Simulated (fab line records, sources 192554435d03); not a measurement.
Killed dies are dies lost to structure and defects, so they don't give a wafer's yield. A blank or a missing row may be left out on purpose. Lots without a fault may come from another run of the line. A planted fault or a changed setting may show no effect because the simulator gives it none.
Chamber matching | flow n5_finfet | N5_FIN_SAQP_ETCH_52 on rie_diel-06: 4 sister chambers
The step etches SOC in N2/H2, target depth 100 nm, overetch 20 nm, time 150 s. 20 wafers are shown with their chamber, then 10 later ones without.

WAFERS WITH THEIR CHAMBER
wafer  | chamber | drypump_motor_current_A (A) | showerhead_plenum_p_Torr (Torr) | throttle_valve_pct (%)
L075.1 | 1       | 4.9                         | 2.58                            | 17.47
L075.5 | 2       | 5.5                         | 2.61                            | 17.91
L075.6 | 3       | 5.3                         | 2.51                            | 17.72
L078.3 | 1       | 4.9                         | 2.57                            | 17.49
L078.5 | 0       | 5.5                         | 2.42                            | 18.15
L078.6 | 1       | 4.9                         | 2.57                            | 17.46
L081.1 | 0       | 5.5                         | 2.41                            | 18.16
L081.4 | 3       | 5.3                         | 2.51                            | 17.75
L081.6 | 2       | 5.5                         | 2.60                            | 17.93
L082.1 | 0       | 5.6                         | 2.41                            | 18.17
L082.2 | 1       | 4.9                         | 2.57                            | 17.50
L082.5 | 2       | 5.5                         | 2.60                            | 17.95
L087.2 | 0       | 5.5                         | 2.41                            | 18.18
L087.3 | 2       | 5.5                         | 2.60                            | 17.94
L087.5 | 0       | 5.5                         | 2.41                            | 18.18
L088.1 | 0       | 5.6                         | 2.41                            | 18.19
L088.3 | 3       | 5.3                         | 2.50                            | 17.76
L088.5 | 0       | 5.6                         | 2.41                            | 18.20
L090.1 | 0       | 5.6                         | 2.41                            | 18.19
L090.3 | 1       | 4.9                         | 2.56                            | 17.55

SIGNATURES (means of the wafers above)
reading                  | chamber 0 | chamber 1 | chamber 2 | chamber 3 | scatter within a chamber
drypump_motor_current_A  | 5.550     | 4.900     | 5.500     | 5.300     | 0.0354
showerhead_plenum_p_Torr | 2.4112    | 2.5700    | 2.6025    | 2.5067    | 0.00518
throttle_valve_pct       | 18.1775   | 17.4940   | 17.9325   | 17.7433   | 0.0232
Rule: a wafer's distance from a chamber is the root of the sum, over the readings, of the square of ((its reading less the chamber's mean) divided by the reading's scatter). The wafer belongs to the nearest chamber; if the next one is less than 2 further off, it can't be placed. The scatter: the root of (the sum of the squares of (reading less its chamber's mean) over the shown wafers, divided by (wafers less chambers)).

WAFERS WITHOUT THEIR CHAMBER
wafer  | drypump_motor_current_A (A) | showerhead_plenum_p_Torr (Torr) | throttle_valve_pct (%)
L090.4 | 5.6                         | 2.41                            | 18.21
L091.1 | 5.5                         | 2.40                            | 18.21
L091.2 | 4.9                         | 2.56                            | 17.54
L091.5 | 5.5                         | 2.59                            | 17.97
L092.1 | 4.9                         | 2.56                            | 17.55
L092.2 | 5.6                         | 2.40                            | 18.22
L092.3 | 5.5                         | 2.40                            | 18.21
L093.1 | 5.3                         | 2.50                            | 17.39
L093.4 | 5.3                         | 2.50                            | 17.39
L093.5 | 4.9                         | 2.56                            | 17.56

WHICH CHAMBER EACH WENT THROUGH
wafer  | from the rows above | in truth
L090.4 | 0                   | 0
L091.1 | 0                   | 0
L091.2 | 1                   | 1
L091.5 | 2                   | 2
L092.1 | 1                   | 1
L092.2 | 0                   | 0
L092.3 | 0                   | 0
L093.1 | 3                   | 3
L093.4 | 3                   | 3
L093.5 | 1                   | 1
Placed correctly: 10 of 10. Can't be placed from these rows: 0. Placed wrongly: 0.
